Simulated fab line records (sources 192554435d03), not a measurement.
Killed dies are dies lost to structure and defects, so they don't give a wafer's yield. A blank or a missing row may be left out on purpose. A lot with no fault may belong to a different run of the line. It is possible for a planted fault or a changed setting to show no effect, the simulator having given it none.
Split-lot trial	flow n5Finfet	21 wafers read across 7 lots, on a route 1938 steps long

## ON THE SPLIT
At N5_BEOL_M1_ILD_DEP_00 (deposits SiOC from DEMS/O2, target thk 79 nm, time 15.3 s), the setting timeS was moved away from the recipe's 15.3 s on 6 of the 21 wafers read, by -5.8% to +13.3%. The other wafers ran this setting at the recipe's value.

The file shows no step between the split and the reading.

## THE READING
At N5_BEOL_M1_THK_MEAS_01: M1_ILD_THK, given in nm. Typical for fault-free wafers on this fab line: 78.7 nm, with standard deviation 0.97 nm.

wafer	tool, chamber at the split	timeS as run, s	against the recipe	M1_ILD_THK, nm	against lot-mates on the recipe
L078.1	pecvd-02, 0	17.34	+13.3%	88.1	+8.4
L078.2	pecvd-02, 1	15.3	recipe	78.4	-
L078.6	pecvd-02, 0	15.3	recipe	81.0	-
L079.3	pecvd-04, 1	15.3	recipe	78.3	-
L079.4	pecvd-04, 0	15.3	recipe	78.9	-
L079.5	pecvd-04, 1	15.3	recipe	78.6	-
L087.3	pecvd-02, 0	15.3	recipe	78.3	-
L087.4	pecvd-02, 1,2	15.3	recipe	79.7	-
L087.6	pecvd-02, 1,2	15.3	recipe	79.7	-
L088.4	pecvd-04, 1	15.3	recipe	78.6	-
L088.5	pecvd-04, 1	17.21	+12.5%	87.2	+8.9
L088.6	pecvd-04, 0	15.3	recipe	78.1	-
L091.1	pecvd-03, 1	15.3	recipe	77.5	-
L091.3	pecvd-03, 2	14.41	-5.8%	73.9	-3.6
L091.4	pecvd-03, 2	14.41	-5.8%	75.8	-1.7
L093.1	pecvd-03, 1	15.3	recipe	79.5	-
L093.3	pecvd-03, 2	15.3	recipe	78.8	-
L093.4	pecvd-03, 2	15.3	recipe	80.1	-
L097.2	pecvd-04, 0	16.35	+6.9%	82.4	+4.6
L097.4	pecvd-04, 2	15.3	recipe	77.8	-
L097.5	pecvd-04, 1	16.35	+6.9%	84.3	+6.5
If several chambers appear in one row, that row covers several wafers at once and the file leaves open which wafer was in which chamber.

THE FIT
A straight line over all 21 wafers: M1_ILD_THK changes by +0.677 nm for each +1% of timeS; r = +0.96; the points scatter about the line by 0.92 nm.
The same after taking each lot's own level away (the mean of its wafers on the recipe; 21 wafers): +0.652 nm for each +1%; r = +0.97; scatter 0.85 nm.
Per that fit: largest timeS move, reading shift of 8.7 nm.
Measured against the standard deviation above, the lots' own levels, which go from 77.50 to 79.70 nm, span 2.3 times it.
The two slopes agree, so the slope changes little with the lot-to-lot level.
Check: +9.22 nm against its lot-mates is what the line predicts for one of the wafers moved furthest among these (+13.3%) when that wafer is left out of the fit. It came out at +8.4 nm against them.

## FURTHER SPLITS ON THESE WAFERS
Note: prior to the reading, these wafers also went through further splits. Each is held against what the fit with the lots' levels taken away leaves over:
other split on the same wafers	wafers away from the commonest value	r with M1_ILD_THK (lot level and that fit taken away)
N5_HKMG_FIN_ETCH_31 biasW	7	+0.30
N5_MOL_CONTACT_COAG_CONTACT_ETCH_14 sourceW	4	-0.40
N5_MOL_CONTACT_COAG_ETCHBACK_135 timeS	7	-0.39
N5_MOL_CONTACT_COAG_VIA_ETCH_46 biasW	6	-0.38
N5_BEOL_M0_SAQP_COAT_105 spinRpm	9	-0.06
N5_BEOL_M0_DEP_125 timeS	8	+0.41

## THE WHOLE CHAIN: every reading that the file lists as answering this split, in the file's order
step	what it does	reading	change (the file's fit)	r (the file's)
N5_BEOL_M1_ILD_DEP_00	deposits SiOC from DEMS/O2, target thk 79 nm, time 15.3 s	SiOC_of_BEOL_M1_ILD_DEP_00.thkNm (the simulator's own value, which no gauge read)	+0.67 nm for each +1% of the setting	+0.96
N5_BEOL_M1_THK_MEAS_01		M1_ILD_THK	+0.667 for each +1% of the setting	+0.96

## FILE'S OWN FIT
M1_ILD_THK changes by +0.667 nm for each +1% of timeS, r = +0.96.
